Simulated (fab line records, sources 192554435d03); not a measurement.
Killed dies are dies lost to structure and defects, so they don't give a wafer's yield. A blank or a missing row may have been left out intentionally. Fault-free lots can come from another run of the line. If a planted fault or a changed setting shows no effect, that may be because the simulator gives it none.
Matching of chambers	flow n5-finfet	4 sister chambers for N5_BEOL_M2_ALD_84 on ald-metal-04
The step deposits TaN, pulse time 2 s, purge time 3 s, co reactant purge time 2 s. 4 wafers are shown with their chamber, then 12 later ones without.

## WAFERS, EACH WITH ITS CHAMBER
wafer	chamber	heater-power-w (W)
L085.1	1	450
L085.2	2	486
L093.4	0	408
L093.6	3	490

## WAFERS WHOSE CHAMBER IS MISSING
wafer	heater-power-w (W)
L092.1	490
L092.3	510
L092.4	396
L094.2	480
L094.4	496
L094.5	446
L095.3	398
L095.5	484
L095.6	448
L096.1	451
L096.4	414
L096.5	453

## WHICH CHAMBER EACH WENT THROUGH
wafer	from the rows above	in truth
L092.1	can't be placed: 3 or 2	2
L092.3	can't be placed: 3 or 2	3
L092.4	0	0
L094.2	can't be placed: 2 or 3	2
L094.4	can't be placed: 3 or 2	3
L094.5	1	1
L095.3	0	0
L095.5	can't be placed: 2 or 3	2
L095.6	1	1
L096.1	1	1
L096.4	0	0
L096.5	1	1
Placed correctly: 7 of 12. Can't be placed from these rows: 5 (the true chamber is among the candidates in 5). Number placed wrongly: 0.
How it was worked out, from the rows above alone: a wafer's distance from a chamber is the root of the sum, over the readings, of the square of ((its reading less the chamber's mean) divided by the reading's scatter). The wafer belongs to the nearest chamber; if the next one is less than 2 further off, it can't be placed. For every chamber, the mean is computed from those of its wafers that are shown. The scatter (one wafer shown for each chamber): square how far every hidden wafer sits from the nearest shown wafer, average those squares and take the square root.
